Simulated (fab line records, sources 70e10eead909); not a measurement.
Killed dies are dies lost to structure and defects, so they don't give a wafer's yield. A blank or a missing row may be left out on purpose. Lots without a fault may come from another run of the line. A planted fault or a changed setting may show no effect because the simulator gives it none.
Which tool did it? | flow nand_harc | 14 lots, 42 wafers sampled, at 4 steps of a route of 1302

WHAT THE GAUGES READ, wafer by wafer
The record holds no reading of a measuring or inspecting step that can be judged against a usual standard deviation.

WHICH TOOL RAN EACH LOT (tool, then ch and the chambers of the sampled wafers, then the start)
lot  | NHARC_P_GATE_RTA_80              | NHARC_P_CONTACT_PEB_10            | NHARC_P_CONTACT_ETCH_36                       | NHARC_P_CONTACT_STRIP_28
L316 | rtp_anneal-01 ch 0, day 6 10:16  | litho_track-04 ch 0, day 6 12:29  | rie_diel-09 ch 0,1,2, day 6 13:42 or earlier  | rie_diel-09 ch 0,1,2, day 6 13:42
L317 | rtp_anneal-02 ch 0, day 7 01:26  | litho_track-01 ch 0, day 7 03:34  | rie_diel-02 ch 1,2,3, day 7 04:47 or earlier  | rie_diel-03 ch 0,2, day 7 04:47
L318 | rtp_anneal-02 ch 0, day 7 08:30  | litho_track-01 ch 0, day 7 10:41  | rie_diel-02 ch 1,2,3, day 7 11:55 or earlier  | rie_diel-09 ch 0,1,3, day 7 11:55
L319 | rtp_anneal-01 ch 0, day 7 23:54  | litho_track-01 ch 0, day 8 02:16  | rie_diel-03 ch 0,1,3, day 8 03:29 or earlier  | rie_diel-09 ch 1,2,3, day 8 03:29
L320 | rtp_anneal-02 ch 0, day 8 10:46  | litho_track-01 ch 0, day 8 12:55  | rie_diel-09 ch 1,2,3, day 8 14:09 or earlier  | rie_diel-02 ch 1,3, day 8 14:09
L321 | rtp_anneal-01 ch 0, day 8 22:44  | litho_track-06 ch 0, day 9 00:52  | rie_diel-03 ch 0,1, day 9 02:16 or earlier    | rie_diel-02 ch 0,1,2, day 9 02:16
L323 | rtp_anneal-02 ch 0, day 9 19:06  | litho_track-04 ch 0, day 9 21:10  | rie_diel-09 ch 1,3, day 9 22:22 or earlier    | rie_diel-02 ch 0,1,3, day 9 22:22
L330 | rtp_anneal-02 ch 0, day 12 11:20 | litho_track-01 ch 0, day 12 13:23 | rie_diel-03 ch 1,2,3, day 12 14:37 or earlier | rie_diel-09 ch 0,3, day 12 14:37
L331 | rtp_anneal-02 ch 0, day 12 23:43 | litho_track-01 ch 0, day 13 01:53 | rie_diel-09 ch 0,1,2, day 13 03:07 or earlier | rie_diel-03 ch 0,2, day 13 03:07
L333 | rtp_anneal-02 ch 0, day 13 10:09 | litho_track-04 ch 0, day 13 12:20 | rie_diel-03 ch 1,2, day 13 13:36 or earlier   | rie_diel-02 ch 0,1,2, day 13 13:36
L334 | rtp_anneal-01 ch 0, day 14 00:07 | litho_track-06 ch 0, day 14 02:10 | rie_diel-02 ch 0,1,2, day 14 03:23 or earlier | rie_diel-03 ch 1,2, day 14 03:23
L335 | rtp_anneal-02 ch 0, day 14 10:43 | litho_track-04 ch 0, day 14 12:45 | rie_diel-02 ch 0,2, day 14 13:58 or earlier   | rie_diel-03 ch 0,1,3, day 14 13:58
L336 | rtp_anneal-02 ch 0, day 14 19:12 | litho_track-06 ch 0, day 14 21:37 | rie_diel-03 ch 0,2,3, day 14 22:49 or earlier | rie_diel-02 ch 0,1,3, day 14 22:49
L337 | rtp_anneal-02 ch 0, day 15 10:00 | litho_track-04 ch 0, day 15 12:10 | rie_diel-03 ch 0,2, day 15 13:22 or earlier   | rie_diel-09 ch 1,2,3, day 15 13:22
- NHARC_P_GATE_RTA_80: time 30 s.
- NHARC_P_CONTACT_PEB_10: peb time 65 s.
- NHARC_P_CONTACT_ETCH_36: etches the open film in N2/H2, target depth 260 nm, time 406.25 s.
- NHARC_P_CONTACT_STRIP_28: strips in O2.

WHAT THE TOOLS THEMSELVES READ (means of the sampled wafers that have a number; where no wafer has one, the mark that the record gives instead)
NHARC_P_GATE_RTA_80. Usual: wafer_temp_C_max 301.7, standard deviation 0.41.
lot  | tool          | wafer_temp_C_max | flag
L316 | rtp_anneal-01 | 301.9            |
L317 | rtp_anneal-02 | 301.5            |
L318 | rtp_anneal-02 | 301.7            |
L319 | rtp_anneal-01 | 302.5            |
L320 | rtp_anneal-02 | 301.7            |
L321 | rtp_anneal-01 | 301.9            |
L323 | rtp_anneal-02 | 301.3            |
L330 | rtp_anneal-02 | 301.9            |
L331 | rtp_anneal-02 | 301.4            |
L333 | rtp_anneal-02 | 301.4            |
L334 | rtp_anneal-01 | 301.5            |
L335 | rtp_anneal-02 | 301.5            |
L336 | rtp_anneal-02 | 301.5            |
L337 | rtp_anneal-02 | 301.7            |

NHARC_P_CONTACT_PEB_10. Usual: exhaust_pa 45.1 Pa, standard deviation 0.85; heater_power_total_W 156.6 W, standard deviation 0.43; plate_temp_C 100.00 C, standard deviation 0.11; resist_line_temp_C 23.00 C, standard deviation 0.1.
lot  | tool           | exhaust_pa (Pa) | heater_power_total_W (W) | plate_temp_C (C) | resist_line_temp_C (C) | flag
L316 | litho_track-04 | 45.7            | 156.3                    | 99.95            | 23.00                  |
L317 | litho_track-01 | 43.7            | 156.3                    | 100.06           | 23.11                  |
L318 | litho_track-01 | 44.8            | 156.7                    | 99.99            | 22.88                  |
L319 | litho_track-01 | 45.5            | 156.2                    | 100.04           | 22.97                  |
L320 | litho_track-01 | 45.9            | 156.7                    | 100.18           | 23.05                  |
L321 | litho_track-06 | 44.9            | 157.1                    | 99.87            | 23.07                  |
L323 | litho_track-04 | 45.5            | 156.7                    | 100.09           | 22.84                  |
L330 | litho_track-01 | 44.0            | 152.2                    | 98.09            | 22.93                  | OFF
L331 | litho_track-01 | 45.6            | 152.7                    | 98.24            | 23.07                  | OFF
L333 | litho_track-04 | 45.7            | 156.5                    | 100.03           | 22.98                  |
L334 | litho_track-06 | 45.1            | 156.8                    | 99.93            | 23.04                  |
L335 | litho_track-04 | 45.1            | 156.6                    | 99.93            | 22.97                  |
L336 | litho_track-06 | 44.9            | 156.9                    | 100.00           | 23.07                  |
L337 | litho_track-04 | 45.2            | 157.1                    | 100.02           | 22.95                  |

NHARC_P_CONTACT_ETCH_36. Usual: bias_w 150.0 W, standard deviation 0.44; drypump_motor_current_A 5.8 A, standard deviation 0.42; oes_product_au 0.998 a.u., standard deviation 0.01; rf_vpp_V 430.0 V, standard deviation 2.4; showerhead_plenum_p_Torr 2.02 Torr, standard deviation 0.079; throttle_valve_pct 14.172 %, standard deviation 0.0087.
lot  | tool        | bias_w (W) | drypump_motor_current_A (A) | oes_product_au (a.u.) | rf_vpp_V (V) | showerhead_plenum_p_Torr (Torr) | throttle_valve_pct (%) | flag
L316 | rie_diel-09 | 149.9      | 6.1                         | 0.999                 | 430.3        | 2.04                            | 14.167                 |
L317 | rie_diel-02 | 150.0      | 5.3                         | 0.995                 | 428.5        | 2.00                            | 14.178                 |
L318 | rie_diel-02 | 150.2      | 5.4                         | 0.986                 | 429.7        | 2.00                            | 14.171                 |
L319 | rie_diel-03 | 150.1      | 5.8                         | 1.006                 | 429.9        | 2.01                            | 14.179                 |
L320 | rie_diel-09 | 149.7      | 6.2                         | 0.996                 | 430.2        | 2.01                            | 14.179                 |
L321 | rie_diel-03 | 150.2      | 5.5                         | 0.987                 | 428.3        | 1.95                            | 14.168                 |
L323 | rie_diel-09 | 149.9      | 6.0                         | 0.987                 | 430.2        | 2.02                            | 14.166                 |
L330 | rie_diel-03 | 150.4      | 6.0                         | 1.002                 | 431.7        | 2.07                            | 14.176                 |
L331 | rie_diel-09 | 150.3      | 6.2                         | 1.000                 | 430.5        | 2.03                            | 14.168                 |
L333 | rie_diel-03 | 149.9      | 6.0                         | 1.003                 | 431.9        | 2.06                            | 14.177                 |
L334 | rie_diel-02 | 149.7      | 5.5                         | 1.000                 | 428.1        | 1.97                            | 14.167                 |
L335 | rie_diel-02 | 149.5      | 5.3                         | 0.990                 | 426.5        | 1.91                            | 14.175                 |
L336 | rie_diel-03 | 150.2      | 5.9                         | 0.993                 | 431.4        | 2.08                            | 14.173                 |
L337 | rie_diel-03 | 149.9      | 5.9                         | 0.992                 | 430.4        | 2.07                            | 14.180                 |

NHARC_P_CONTACT_STRIP_28. Usual: drypump_motor_current_A 5.8 A, standard deviation 0.41; oes_product_au 0.999 a.u., standard deviation 0.0095; rf_vpp_V 57.6 V, standard deviation 0.85; showerhead_plenum_p_Torr 3.50 Torr, standard deviation 0.12; throttle_valve_pct 17.036 %, standard deviation 0.009.
lot  | tool        | drypump_motor_current_A (A) | oes_product_au (a.u.) | rf_vpp_V (V) | showerhead_plenum_p_Torr (Torr) | throttle_valve_pct (%) | flag
L316 | rie_diel-09 | 6.2                         | 1.002                 | 57.6         | 3.52                            | 17.036                 |
L317 | rie_diel-03 | 5.8                         | 1.005                 | 57.8         | 3.49                            | 17.035                 |
L318 | rie_diel-09 | 6.0                         | 0.987                 | 58.3         | 3.53                            | 17.024                 |
L319 | rie_diel-09 | 6.2                         | 1.002                 | 57.0         | 3.48                            | 17.031                 |
L320 | rie_diel-02 | 5.5                         | 0.997                 | 57.3         | 3.54                            | 17.042                 |
L321 | rie_diel-02 | 5.5                         | 0.998                 | 58.2         | 3.42                            | 17.040                 |
L323 | rie_diel-02 | 5.4                         | 0.995                 | 56.7         | 3.45                            | 17.033                 |
L330 | rie_diel-09 | 5.9                         | 0.989                 | 58.1         | 3.56                            | 17.028                 |
L331 | rie_diel-03 | 5.8                         | 0.993                 | 57.0         | 3.49                            | 17.039                 |
L333 | rie_diel-02 | 5.5                         | 0.996                 | 56.7         | 3.42                            | 17.035                 |
L334 | rie_diel-03 | 5.8                         | 1.007                 | 56.8         | 3.46                            | 17.044                 |
L335 | rie_diel-03 | 5.8                         | 1.000                 | 57.8         | 3.49                            | 17.036                 |
L336 | rie_diel-02 | 5.3                         | 0.993                 | 57.5         | 3.45                            | 17.041                 |
L337 | rie_diel-09 | 6.2                         | 1.002                 | 57.9         | 3.48                            | 17.038                 |

THE ANSWER, worked out from the rows above alone
Rule: a lot is off if the mean of its wafers that have a number lies more than 3 standard deviations from the usual mean. A lot without any number at a reading at which 4 lots or more have one is off too. The other lots that the step has rows for count as sound. The gauges are gone through in route order, then the tools' own readings, and for those a lot's mean is taken as printed above. The first step at which some lot is off is used, and at that step the reading that is off furthest; a lot without a number counts as furthest.
Off: L330, L331, at NHARC_P_CONTACT_PEB_10 (plate_temp_C).
A tool fits if, at that step or a process step before it, it ran every lot that is off, and no sound lot after the first of them. One fits: litho_track-01 at NHARC_P_CONTACT_PEB_10. Its last sound lot is L320 (day 8 12:55), its first lot that is off L330 (day 12 13:23): a fault that began between those two fits.
The tool's own readings at NHARC_P_CONTACT_PEB_10 bear it out: on the lots that are off they differ by more than 5 times the standard deviation of the sound lots' means. heater_power_total_W reads 152.4 W there against 156.7 W on the sound lots; plate_temp_C reads 98.16 C there against 100.01 C on the sound lots.

WHAT THE SIMULATOR HAD PUT IN
Process parameter drift: litho_track-01, from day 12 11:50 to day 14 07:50, at NHARC_P_CONTACT_PEB_10. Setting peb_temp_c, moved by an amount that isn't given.
Lots struck among those shown: L330, L331. The rule above found the same.
